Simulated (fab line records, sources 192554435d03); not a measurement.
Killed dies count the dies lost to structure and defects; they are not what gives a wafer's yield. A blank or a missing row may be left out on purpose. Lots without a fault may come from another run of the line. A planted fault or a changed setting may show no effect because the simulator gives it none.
Chamber matching + flow n5-finfet + N5_BEOL_M14_STRIP_37 on rie-diel-02 has 4 sister chambers
The step strips in O2. 14 wafers are shown with their chamber, then 7 later ones without.

== WAFERS WITH THEIR CHAMBER ==
| wafer  | chamber | showerhead-plenum-p-Torr (Torr) | throttle-valve-pct (%) | drypump-motor-current-A (A) |
|--------|---------|---------------------------------|------------------------|-----------------------------|
| L075.1 | 2       | 2.07                            | 17.13                  | 6.0                         |
| L075.2 | 0       | 2.02                            | 16.78                  | 5.7                         |
| L075.3 | 3       | 2.10                            | 16.63                  | 6.1                         |
| L077.4 | 2       | 2.07                            | 17.12                  | 5.9                         |
| L077.5 | 3       | 2.10                            | 16.65                  | 6.0                         |
| L077.6 | 0       | 2.02                            | 16.75                  | 5.6                         |
| L082.1 | 1       | 2.08                            | 16.59                  | 6.1                         |
| L082.3 | 2       | 2.07                            | 17.12                  | 5.9                         |
| L082.5 | 2       | 2.07                            | 17.10                  | 6.0                         |
| L083.2 | 0       | 2.01                            | 16.80                  | 5.7                         |
| L083.5 | 1       | 2.08                            | 16.64                  | 6.1                         |
| L083.6 | 0       | 2.01                            | 16.78                  | 5.7                         |
| L088.2 | 3       | 2.09                            | 16.70                  | 6.0                         |
| L088.4 | 0       | 2.01                            | 16.80                  | 5.6                         |

SIGNATURES (means of the wafers above)
| reading                  | chamber 0 | chamber 1 | chamber 2 | chamber 3 | scatter within a chamber |
|--------------------------|-----------|-----------|-----------|-----------|--------------------------|
| showerhead-plenum-p-Torr | 2.0140    | 2.0800    | 2.0700    | 2.0967    | 0.00432                  |
| throttle-valve-pct       | 16.7820   | 16.6150   | 17.1175   | 16.6600   | 0.0245                   |
| drypump-motor-current-A  | 5.660     | 6.100     | 5.950     | 6.033     | 0.0535                   |
Rule: for a wafer and a chamber, the distance is found by dividing, reading by reading, the gap between the wafer's reading and the chamber's mean by the reading's scatter, squaring, summing and taking the root. If the next closest chamber is less than 2 further off than the closest, the wafer can't be placed; otherwise it belongs to the closest. How the scatter is found: for the shown wafers, subtract from each reading the mean of its chamber, square and add these, divide the total by (wafers less chambers), then take the root.

== WAFERS WITH NO CHAMBER GIVEN ==
| wafer  | showerhead-plenum-p-Torr (Torr) | throttle-valve-pct (%) | drypump-motor-current-A (A) |
|--------|---------------------------------|------------------------|-----------------------------|
| L088.6 | 2.06                            | 17.16                  | 5.9                         |
| L093.1 | 2.08                            | 16.65                  | 6.1                         |
| L093.3 | 2.09                            | 16.70                  | 6.1                         |
| L093.4 | 2.01                            | 16.84                  | 5.6                         |
| L094.1 | 2.09                            | 16.71                  | 6.0                         |
| L094.5 | 2.08                            | 16.67                  | 6.1                         |
| L094.6 | 2.06                            | 17.19                  | 5.9                         |

== WHICH CHAMBER EACH WENT THROUGH ==
| wafer  | from the rows above     | in truth |
|--------|-------------------------|----------|
| L088.6 | 2                       | 2        |
| L093.1 | 1                       | 1        |
| L093.3 | can't be placed: 3 or 1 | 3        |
| L093.4 | 0                       | 0        |
| L094.1 | 3                       | 3        |
| L094.5 | can't be placed: 1 or 3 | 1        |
| L094.6 | 2                       | 2        |
5 of 7 placed correctly. These rows do not allow placing 2 (true chamber among the candidates in 2). Number placed wrongly: 0.
